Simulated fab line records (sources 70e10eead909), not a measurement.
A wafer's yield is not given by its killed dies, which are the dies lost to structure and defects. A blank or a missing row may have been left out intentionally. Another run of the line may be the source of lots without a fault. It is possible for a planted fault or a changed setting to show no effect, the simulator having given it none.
Which tool did it? || flow nand-harc || 14 lots, 42 wafers sampled, at 4 steps of a route of 1302

## WHAT THE GAUGES SHOWED, per wafer
NHARC_A_CHANNEL_FILL_D1_THK_MEAS_06: measures by ellipsometry. Usual: thk-nm 5.0 nm, standard deviation 1.
{"lot": "L765", "measured": "day 10 12:50", "on": "film-metro-02", "thk-nm (nm)": "5.0 4.5 5.7", "flag": ""}
{"lot": "L766", "measured": "day 10 12:50", "on": "film-metro-01", "thk-nm (nm)": "6.5 6.7 5.2", "flag": ""}
{"lot": "L767", "measured": "day 11 04:26", "on": "film-metro-01", "thk-nm (nm)": "6.4 4.0 5.0", "flag": ""}
{"lot": "L768", "measured": "day 11 19:58", "on": "film-metro-02", "thk-nm (nm)": "5.9 4.3 5.4", "flag": ""}
{"lot": "L769", "measured": "day 12 00:53", "on": "film-metro-02", "thk-nm (nm)": "3.8 4.2 3.5", "flag": ""}
{"lot": "L770", "measured": "day 12 08:59", "on": "film-metro-01", "thk-nm (nm)": "5.6 4.6 7.5", "flag": ""}
{"lot": "L775", "measured": "day 15 02:41", "on": "film-metro-02", "thk-nm (nm)": "3.9 4.7 4.8", "flag": ""}
{"lot": "L777", "measured": "day 15 19:17", "on": "film-metro-01", "thk-nm (nm)": "5.7 5.7 4.8", "flag": ""}
{"lot": "L778", "measured": "day 15 19:17", "on": "film-metro-02", "thk-nm (nm)": "3.9 5.5 4.5", "flag": ""}
{"lot": "L779", "measured": "day 16 06:19", "on": "film-metro-01", "thk-nm (nm)": "5.6 5.8 4.0", "flag": ""}
{"lot": "L782", "measured": "day 17 03:56", "on": "film-metro-01", "thk-nm (nm)": "5.4 6.9 5.8", "flag": ""}
{"lot": "L783", "measured": "day 17 17:58", "on": "film-metro-01", "thk-nm (nm)": "4.8 5.9 3.7", "flag": ""}
{"lot": "L787", "measured": "day 19 22:35", "on": "film-metro-01", "thk-nm (nm)": "5.3 4.0 5.7", "flag": ""}
{"lot": "L788", "measured": "day 19 22:35", "on": "film-metro-02", "thk-nm (nm)": "4.9 5.2 5.3", "flag": ""}

## WHICH TOOL RAN EACH LOT (tool, then ch and the chambers of the sampled wafers, then the start)
{"lot": "L765", "NHARC_A_CHANNEL_HOLE_D1_ETCH_26": "har-etch-02 ch 0,1, day 8 21:13", "NHARC_A_CHANNEL_HOLE_D1_ETCH_44": "rie-diel-11 ch 1,3, day 8 22:08", "NHARC_A_CHANNEL_FILL_D1_ANNEAL_17": "furnace-03 ch 0, day 9 14:44"}
{"lot": "L766", "NHARC_A_CHANNEL_HOLE_D1_ETCH_26": "har-etch-01 ch 0,1, day 9 00:38", "NHARC_A_CHANNEL_HOLE_D1_ETCH_44": "rie-diel-11 ch 0,2,3, day 9 01:36", "NHARC_A_CHANNEL_FILL_D1_ANNEAL_17": "furnace-08 ch 0, day 9 18:19"}
{"lot": "L767", "NHARC_A_CHANNEL_HOLE_D1_ETCH_26": "har-etch-02 ch 0,1, day 9 10:30", "NHARC_A_CHANNEL_HOLE_D1_ETCH_44": "rie-diel-11 ch 1,2,3, day 9 11:22", "NHARC_A_CHANNEL_FILL_D1_ANNEAL_17": "furnace-08 ch 0, day 10 04:46"}
{"lot": "L768", "NHARC_A_CHANNEL_HOLE_D1_ETCH_26": "har-etch-01 ch 0,1, day 10 00:37", "NHARC_A_CHANNEL_HOLE_D1_ETCH_44": "rie-diel-11 ch 0,3, day 10 01:32", "NHARC_A_CHANNEL_FILL_D1_ANNEAL_17": "furnace-08 ch 0, day 10 19:26"}
{"lot": "L769", "NHARC_A_CHANNEL_HOLE_D1_ETCH_26": "har-etch-01 ch 0,1, day 10 07:25", "NHARC_A_CHANNEL_HOLE_D1_ETCH_44": "rie-diel-11 ch 0,1,3, day 10 08:22", "NHARC_A_CHANNEL_FILL_D1_ANNEAL_17": "furnace-01 ch 0, day 11 02:52"}
{"lot": "L770", "NHARC_A_CHANNEL_HOLE_D1_ETCH_26": "har-etch-02 ch 0,1, day 10 12:08", "NHARC_A_CHANNEL_HOLE_D1_ETCH_44": "rie-diel-11 ch 0,2, day 10 13:05", "NHARC_A_CHANNEL_FILL_D1_ANNEAL_17": "furnace-01 ch 0, day 11 06:46"}
{"lot": "L775", "NHARC_A_CHANNEL_HOLE_D1_ETCH_26": "har-etch-02 ch 0,1, day 13 13:22", "NHARC_A_CHANNEL_HOLE_D1_ETCH_44": "rie-diel-11 ch 0,3, day 13 14:19", "NHARC_A_CHANNEL_FILL_D1_ANNEAL_17": "furnace-01 ch 0, day 14 06:14"}
{"lot": "L777", "NHARC_A_CHANNEL_HOLE_D1_ETCH_26": "har-etch-01 ch 0, day 14 01:20", "NHARC_A_CHANNEL_HOLE_D1_ETCH_44": "rie-diel-04 ch 0,3, day 14 02:17", "NHARC_A_CHANNEL_FILL_D1_ANNEAL_17": "furnace-03 ch 0, day 14 19:05"}
{"lot": "L778", "NHARC_A_CHANNEL_HOLE_D1_ETCH_26": "har-etch-01 ch 0,1, day 14 05:31", "NHARC_A_CHANNEL_HOLE_D1_ETCH_44": "rie-diel-11 ch 0,1,3, day 14 06:27", "NHARC_A_CHANNEL_FILL_D1_ANNEAL_17": "furnace-03 ch 0, day 15 00:20"}
{"lot": "L779", "NHARC_A_CHANNEL_HOLE_D1_ETCH_26": "har-etch-02 ch 0,1, day 14 14:08", "NHARC_A_CHANNEL_HOLE_D1_ETCH_44": "rie-diel-11 ch 0,2,3, day 14 15:05", "NHARC_A_CHANNEL_FILL_D1_ANNEAL_17": "furnace-01 ch 0, day 15 09:54"}
{"lot": "L782", "NHARC_A_CHANNEL_HOLE_D1_ETCH_26": "har-etch-02 ch 0,1, day 15 13:14", "NHARC_A_CHANNEL_HOLE_D1_ETCH_44": "rie-diel-11 ch 1,3, day 15 14:10", "NHARC_A_CHANNEL_FILL_D1_ANNEAL_17": "furnace-03 ch 0, day 16 07:28"}
{"lot": "L783", "NHARC_A_CHANNEL_HOLE_D1_ETCH_26": "har-etch-01 ch 0,1, day 16 03:36", "NHARC_A_CHANNEL_HOLE_D1_ETCH_44": "rie-diel-11 ch 0,1,3, day 16 04:35", "NHARC_A_CHANNEL_FILL_D1_ANNEAL_17": "furnace-08 ch 0, day 16 21:28"}
{"lot": "L787", "NHARC_A_CHANNEL_HOLE_D1_ETCH_26": "har-etch-01 ch 0,1, day 18 06:30", "NHARC_A_CHANNEL_HOLE_D1_ETCH_44": "rie-diel-11 ch 2,3, day 18 07:25", "NHARC_A_CHANNEL_FILL_D1_ANNEAL_17": "furnace-03, day 19 00:04"}
{"lot": "L788", "NHARC_A_CHANNEL_HOLE_D1_ETCH_26": "har-etch-02 ch 0,1, day 18 07:08", "NHARC_A_CHANNEL_HOLE_D1_ETCH_44": "rie-diel-13 ch 0,1,3, day 18 08:05", "NHARC_A_CHANNEL_FILL_D1_ANNEAL_17": "furnace-03, day 19 00:04"}
- NHARC_A_CHANNEL_HOLE_D1_ETCH_26: etches the open film in C4F8/O2/Ar, time 224.1 s, target depth 300 nm.
- NHARC_A_CHANNEL_HOLE_D1_ETCH_44: etches the open film in CF4/O2, target depth 140 nm, overetch 14 nm, time 77 s.
- NHARC_A_CHANNEL_FILL_D1_ANNEAL_17: time 1800 s.

## AS READ BY THE TOOLS THEMSELVES (means over the sampled wafers that have a number; for cases with no such wafer, the mark the record gives instead)
NHARC_A_CHANNEL_HOLE_D1_ETCH_26. Usual: drypump-motor-current-A 5.5 A, standard deviation 0.31; he-backside-leak-sccm 5.9 sccm, standard deviation 0.42; mfc-ar-sccm 375.1 sccm, standard deviation 1; oes-air-line-au 1.001 a.u., standard deviation 0.02; showerhead-plenum-p-Torr 3.72 Torr, standard deviation 0.093; throttle-valve-pct 24.583 %, standard deviation 0.0087.
{"lot": "L765", "tool": "har-etch-02", "drypump-motor-current-A (A)": 5.5, "he-backside-leak-sccm (sccm)": 6.2, "mfc-ar-sccm (sccm)": 374.9, "oes-air-line-au (a.u.)": 1.006, "showerhead-plenum-p-Torr (Torr)": 3.73, "throttle-valve-pct (%)": 24.581, "flag": ""}
{"lot": "L766", "tool": "har-etch-01", "drypump-motor-current-A (A)": 5.7, "he-backside-leak-sccm (sccm)": 5.4, "mfc-ar-sccm (sccm)": 376.5, "oes-air-line-au (a.u.)": 0.996, "showerhead-plenum-p-Torr (Torr)": 3.78, "throttle-valve-pct (%)": 24.578, "flag": ""}
{"lot": "L767", "tool": "har-etch-02", "drypump-motor-current-A (A)": 5.2, "he-backside-leak-sccm (sccm)": 6.3, "mfc-ar-sccm (sccm)": 374.5, "oes-air-line-au (a.u.)": 0.995, "showerhead-plenum-p-Torr (Torr)": 3.64, "throttle-valve-pct (%)": 24.591, "flag": ""}
{"lot": "L768", "tool": "har-etch-01", "drypump-motor-current-A (A)": 5.6, "he-backside-leak-sccm (sccm)": 5.5, "mfc-ar-sccm (sccm)": 374.3, "oes-air-line-au (a.u.)": 0.995, "showerhead-plenum-p-Torr (Torr)": 3.77, "throttle-valve-pct (%)": 24.586, "flag": ""}
{"lot": "L769", "tool": "har-etch-01", "drypump-motor-current-A (A)": 5.6, "he-backside-leak-sccm (sccm)": 5.4, "mfc-ar-sccm (sccm)": 375.0, "oes-air-line-au (a.u.)": 1.009, "showerhead-plenum-p-Torr (Torr)": 3.77, "throttle-valve-pct (%)": 24.571, "flag": ""}
{"lot": "L770", "tool": "har-etch-02", "drypump-motor-current-A (A)": 5.3, "he-backside-leak-sccm (sccm)": 6.2, "mfc-ar-sccm (sccm)": 374.5, "oes-air-line-au (a.u.)": 1.002, "showerhead-plenum-p-Torr (Torr)": 3.63, "throttle-valve-pct (%)": 24.582, "flag": ""}
{"lot": "L775", "tool": "har-etch-02", "drypump-motor-current-A (A)": 5.2, "he-backside-leak-sccm (sccm)": 6.4, "mfc-ar-sccm (sccm)": 374.6, "oes-air-line-au (a.u.)": 1.013, "showerhead-plenum-p-Torr (Torr)": 3.61, "throttle-valve-pct (%)": 24.585, "flag": ""}
{"lot": "L777", "tool": "har-etch-01", "drypump-motor-current-A (A)": 5.5, "he-backside-leak-sccm (sccm)": 5.7, "mfc-ar-sccm (sccm)": 376.0, "oes-air-line-au (a.u.)": 0.994, "showerhead-plenum-p-Torr (Torr)": 3.74, "throttle-valve-pct (%)": 24.580, "flag": ""}
{"lot": "L778", "tool": "har-etch-01", "drypump-motor-current-A (A)": 5.6, "he-backside-leak-sccm (sccm)": 5.7, "mfc-ar-sccm (sccm)": 375.2, "oes-air-line-au (a.u.)": 1.005, "showerhead-plenum-p-Torr (Torr)": 3.74, "throttle-valve-pct (%)": 24.587, "flag": ""}
{"lot": "L779", "tool": "har-etch-02", "drypump-motor-current-A (A)": 5.2, "he-backside-leak-sccm (sccm)": 6.3, "mfc-ar-sccm (sccm)": 375.4, "oes-air-line-au (a.u.)": 1.015, "showerhead-plenum-p-Torr (Torr)": 3.60, "throttle-valve-pct (%)": 24.577, "flag": ""}
{"lot": "L782", "tool": "har-etch-02", "drypump-motor-current-A (A)": 5.5, "he-backside-leak-sccm (sccm)": 6.4, "mfc-ar-sccm (sccm)": 375.0, "oes-air-line-au (a.u.)": 1.004, "showerhead-plenum-p-Torr (Torr)": 3.68, "throttle-valve-pct (%)": 24.587, "flag": ""}
{"lot": "L783", "tool": "har-etch-01", "drypump-motor-current-A (A)": 5.7, "he-backside-leak-sccm (sccm)": 5.9, "mfc-ar-sccm (sccm)": 374.9, "oes-air-line-au (a.u.)": 1.012, "showerhead-plenum-p-Torr (Torr)": 3.72, "throttle-valve-pct (%)": 24.591, "flag": ""}
{"lot": "L787", "tool": "har-etch-01", "drypump-motor-current-A (A)": 5.6, "he-backside-leak-sccm (sccm)": 5.7, "mfc-ar-sccm (sccm)": 374.8, "oes-air-line-au (a.u.)": 0.994, "showerhead-plenum-p-Torr (Torr)": 3.70, "throttle-valve-pct (%)": 24.591, "flag": ""}
{"lot": "L788", "tool": "har-etch-02", "drypump-motor-current-A (A)": 5.5, "he-backside-leak-sccm (sccm)": 5.1, "mfc-ar-sccm (sccm)": 376.6, "oes-air-line-au (a.u.)": 1.007, "showerhead-plenum-p-Torr (Torr)": 3.82, "throttle-valve-pct (%)": 24.582, "flag": ""}

NHARC_A_CHANNEL_HOLE_D1_ETCH_44. Usual: bias-w 100.0 W, standard deviation 0.33; drypump-motor-current-A 5.7 A, standard deviation 0.47; mfc-ar-sccm 0.009 sccm, standard deviation 0.0091; oes_o_777_au 1.000 a.u., standard deviation 0.0044; oes-product-au 1.007 a.u., standard deviation 0.016; rf-vpp-V 198.0 V, standard deviation 1.2; showerhead-plenum-p-Torr 1.35 Torr, standard deviation 0.044; throttle-valve-pct 13.398 %, standard deviation 0.0076.
{"lot": "L765", "tool": "rie-diel-11", "bias-w (W)": 100.1, "drypump-motor-current-A (A)": 6.2, "mfc-ar-sccm (sccm)": 0.004, "oes_o_777_au (a.u.)": 1.001, "oes-product-au (a.u.)": 1.007, "rf-vpp-V (V)": 197.5, "showerhead-plenum-p-Torr (Torr)": 1.35, "throttle-valve-pct (%)": 13.398, "flag": ""}
{"lot": "L766", "tool": "rie-diel-11", "bias-w (W)": 99.8, "drypump-motor-current-A (A)": 5.6, "mfc-ar-sccm (sccm)": 0.006, "oes_o_777_au (a.u.)": 1.003, "oes-product-au (a.u.)": 1.011, "rf-vpp-V (V)": 198.4, "showerhead-plenum-p-Torr (Torr)": 1.36, "throttle-valve-pct (%)": 13.406, "flag": ""}
{"lot": "L767", "tool": "rie-diel-11", "bias-w (W)": 99.9, "drypump-motor-current-A (A)": 5.9, "mfc-ar-sccm (sccm)": 0.002, "oes_o_777_au (a.u.)": 0.999, "oes-product-au (a.u.)": 0.996, "rf-vpp-V (V)": 198.4, "showerhead-plenum-p-Torr (Torr)": 1.37, "throttle-valve-pct (%)": 13.400, "flag": ""}
{"lot": "L768", "tool": "rie-diel-11", "bias-w (W)": 99.9, "drypump-motor-current-A (A)": 5.8, "mfc-ar-sccm (sccm)": 0.008, "oes_o_777_au (a.u.)": 0.998, "oes-product-au (a.u.)": 1.011, "rf-vpp-V (V)": 198.3, "showerhead-plenum-p-Torr (Torr)": 1.34, "throttle-valve-pct (%)": 13.406, "flag": ""}
{"lot": "L769", "tool": "rie-diel-11", "bias-w (W)": 100.4, "drypump-motor-current-A (A)": 6.0, "mfc-ar-sccm (sccm)": 0.006, "oes_o_777_au (a.u.)": 1.001, "oes-product-au (a.u.)": 1.006, "rf-vpp-V (V)": 197.5, "showerhead-plenum-p-Torr (Torr)": 1.33, "throttle-valve-pct (%)": 13.403, "flag": ""}
{"lot": "L770", "tool": "rie-diel-11", "bias-w (W)": 99.6, "drypump-motor-current-A (A)": 5.3, "mfc-ar-sccm (sccm)": 0.009, "oes_o_777_au (a.u.)": 1.000, "oes-product-au (a.u.)": 0.991, "rf-vpp-V (V)": 197.8, "showerhead-plenum-p-Torr (Torr)": 1.34, "throttle-valve-pct (%)": 13.397, "flag": ""}
{"lot": "L775", "tool": "rie-diel-11", "bias-w (W)": 100.2, "drypump-motor-current-A (A)": 5.9, "mfc-ar-sccm (sccm)": 0.008, "oes_o_777_au (a.u.)": 0.998, "oes-product-au (a.u.)": 1.029, "rf-vpp-V (V)": 197.9, "showerhead-plenum-p-Torr (Torr)": 1.34, "throttle-valve-pct (%)": 13.397, "flag": ""}
{"lot": "L777", "tool": "rie-diel-04", "bias-w (W)": 100.1, "drypump-motor-current-A (A)": 5.7, "mfc-ar-sccm (sccm)": 0.027, "oes_o_777_au (a.u.)": 1.000, "oes-product-au (a.u.)": 1.008, "rf-vpp-V (V)": 198.6, "showerhead-plenum-p-Torr (Torr)": 1.39, "throttle-valve-pct (%)": 13.394, "flag": ""}
{"lot": "L778", "tool": "rie-diel-11", "bias-w (W)": 100.2, "drypump-motor-current-A (A)": 5.9, "mfc-ar-sccm (sccm)": 0.006, "oes_o_777_au (a.u.)": 1.005, "oes-product-au (a.u.)": 1.013, "rf-vpp-V (V)": 197.6, "showerhead-plenum-p-Torr (Torr)": 1.33, "throttle-valve-pct (%)": 13.398, "flag": ""}
{"lot": "L779", "tool": "rie-diel-11", "bias-w (W)": 100.3, "drypump-motor-current-A (A)": 5.6, "mfc-ar-sccm (sccm)": 0.006, "oes_o_777_au (a.u.)": 1.003, "oes-product-au (a.u.)": 1.012, "rf-vpp-V (V)": 197.8, "showerhead-plenum-p-Torr (Torr)": 1.36, "throttle-valve-pct (%)": 13.394, "flag": ""}
{"lot": "L782", "tool": "rie-diel-11", "bias-w (W)": 99.6, "drypump-motor-current-A (A)": 6.2, "mfc-ar-sccm (sccm)": 0.002, "oes_o_777_au (a.u.)": 0.999, "oes-product-au (a.u.)": 1.006, "rf-vpp-V (V)": 197.9, "showerhead-plenum-p-Torr (Torr)": 1.34, "throttle-valve-pct (%)": 13.404, "flag": ""}
{"lot": "L783", "tool": "rie-diel-11", "bias-w (W)": 100.4, "drypump-motor-current-A (A)": 5.9, "mfc-ar-sccm (sccm)": 0.006, "oes_o_777_au (a.u.)": 0.997, "oes-product-au (a.u.)": 1.016, "rf-vpp-V (V)": 198.0, "showerhead-plenum-p-Torr (Torr)": 1.33, "throttle-valve-pct (%)": 13.398, "flag": ""}
{"lot": "L787", "tool": "rie-diel-11", "bias-w (W)": 99.8, "drypump-motor-current-A (A)": 5.6, "mfc-ar-sccm (sccm)": 0.002, "oes_o_777_au (a.u.)": 1.001, "oes-product-au (a.u.)": 1.015, "rf-vpp-V (V)": 198.8, "showerhead-plenum-p-Torr (Torr)": 1.39, "throttle-valve-pct (%)": 13.400, "flag": ""}
{"lot": "L788", "tool": "rie-diel-13", "bias-w (W)": 100.1, "drypump-motor-current-A (A)": 5.9, "mfc-ar-sccm (sccm)": 0.022, "oes_o_777_au (a.u.)": 0.999, "oes-product-au (a.u.)": 0.990, "rf-vpp-V (V)": 198.6, "showerhead-plenum-p-Torr (Torr)": 1.36, "throttle-valve-pct (%)": 13.402, "flag": ""}

NHARC_A_CHANNEL_FILL_D1_ANNEAL_17. Usual: spike-tc-bottom-C 871 C, standard deviation 3.4; spike-tc-centre-C 850.8 C, standard deviation 1.2; spike-tc-upper-C 850.4 C, standard deviation 1; zone-power-centre-pct 14.1 %, standard deviation 1.7.
{"lot": "L765", "tool": "furnace-03", "spike-tc-bottom-C (C)": 874, "spike-tc-centre-C (C)": 850.9, "spike-tc-upper-C (C)": 851.4, "zone-power-centre-pct (%)": 16.1, "flag": ""}
{"lot": "L766", "tool": "furnace-08", "spike-tc-bottom-C (C)": 868, "spike-tc-centre-C (C)": 851.6, "spike-tc-upper-C (C)": 850.1, "zone-power-centre-pct (%)": 14.6, "flag": ""}
{"lot": "L767", "tool": "furnace-08", "spike-tc-bottom-C (C)": 867, "spike-tc-centre-C (C)": 851.6, "spike-tc-upper-C (C)": 850.2, "zone-power-centre-pct (%)": 14.9, "flag": ""}
{"lot": "L768", "tool": "furnace-08", "spike-tc-bottom-C (C)": 868, "spike-tc-centre-C (C)": 851.6, "spike-tc-upper-C (C)": 850.8, "zone-power-centre-pct (%)": 14.6, "flag": ""}
{"lot": "L769", "tool": "furnace-01", "spike-tc-bottom-C (C)": 868, "spike-tc-centre-C (C)": 849.9, "spike-tc-upper-C (C)": 849.8, "zone-power-centre-pct (%)": 12.2, "flag": ""}
{"lot": "L770", "tool": "furnace-01", "spike-tc-bottom-C (C)": 869, "spike-tc-centre-C (C)": 850.8, "spike-tc-upper-C (C)": 849.4, "zone-power-centre-pct (%)": 12.2, "flag": ""}
{"lot": "L775", "tool": "furnace-01", "spike-tc-bottom-C (C)": 870, "spike-tc-centre-C (C)": 851.3, "spike-tc-upper-C (C)": 849.2, "zone-power-centre-pct (%)": 12.1, "flag": ""}
{"lot": "L777", "tool": "furnace-03", "spike-tc-bottom-C (C)": 877, "spike-tc-centre-C (C)": 850.9, "spike-tc-upper-C (C)": 850.9, "zone-power-centre-pct (%)": 16.0, "flag": ""}
{"lot": "L778", "tool": "furnace-03", "spike-tc-bottom-C (C)": 876, "spike-tc-centre-C (C)": 851.3, "spike-tc-upper-C (C)": 851.5, "zone-power-centre-pct (%)": 16.1, "flag": ""}
{"lot": "L779", "tool": "furnace-01", "spike-tc-bottom-C (C)": 870, "spike-tc-centre-C (C)": 850.3, "spike-tc-upper-C (C)": 850.5, "zone-power-centre-pct (%)": 12.2, "flag": ""}
{"lot": "L782", "tool": "furnace-03", "spike-tc-bottom-C (C)": 876, "spike-tc-centre-C (C)": 850.7, "spike-tc-upper-C (C)": 850.6, "zone-power-centre-pct (%)": 16.0, "flag": ""}
{"lot": "L783", "tool": "furnace-08", "spike-tc-bottom-C (C)": 868, "spike-tc-centre-C (C)": 853.0, "spike-tc-upper-C (C)": 851.3, "zone-power-centre-pct (%)": 14.7, "flag": ""}
{"lot": "L787", "tool": "furnace-03", "spike-tc-bottom-C (C)": "-", "spike-tc-centre-C (C)": "-", "spike-tc-upper-C (C)": "-", "zone-power-centre-pct (%)": "-", "flag": "OFF"}
{"lot": "L788", "tool": "furnace-03", "spike-tc-bottom-C (C)": "-", "spike-tc-centre-C (C)": "-", "spike-tc-upper-C (C)": "-", "zone-power-centre-pct (%)": "-", "flag": "OFF"}

## THE ANSWER, worked out from the rows above alone
Rule: lot off if the mean of its wafers having a number is beyond 3 standard deviations from the usual mean. Also off: a lot with no number at a reading for which 4 or more lots have one. Where the step has rows for the other lots, those lots are counted as sound. The gauges are gone through in route order, then the tools' own readings, and for those a lot's mean is taken as printed above. At the first step where some lot is off, the reading lying furthest off is the one used; lots without a number count as furthest.
Off at NHARC_A_CHANNEL_FILL_D1_ANNEAL_17 (spike-tc-bottom-C): L787, L788. Without a number there: L787, L788.
A tool fits if, at that step or a process step before it, it ran every lot that is off, and no sound lot after the first of them. One fits: NHARC_A_CHANNEL_FILL_D1_ANNEAL_17 on furnace-03. Its last sound lot is L782 (day 16 07:28), its first lot that is off L787 (day 19 00:04): a fault that began between those two fits.
Blank at NHARC_A_CHANNEL_FILL_D1_ANNEAL_17 on the lots that are off, where sound lots have numbers: spike-tc-bottom-C, spike-tc-centre-C, spike-tc-upper-C, zone-power-centre-pct.

## WHAT THE SIMULATOR HAD PUT IN
At NHARC_A_CHANNEL_FILL_D1_ANNEAL_17, the step was skipped entirely on furnace-03 from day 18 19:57 on. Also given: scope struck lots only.
Struck lots among those shown: L787, L788. Same finding as the rule above.
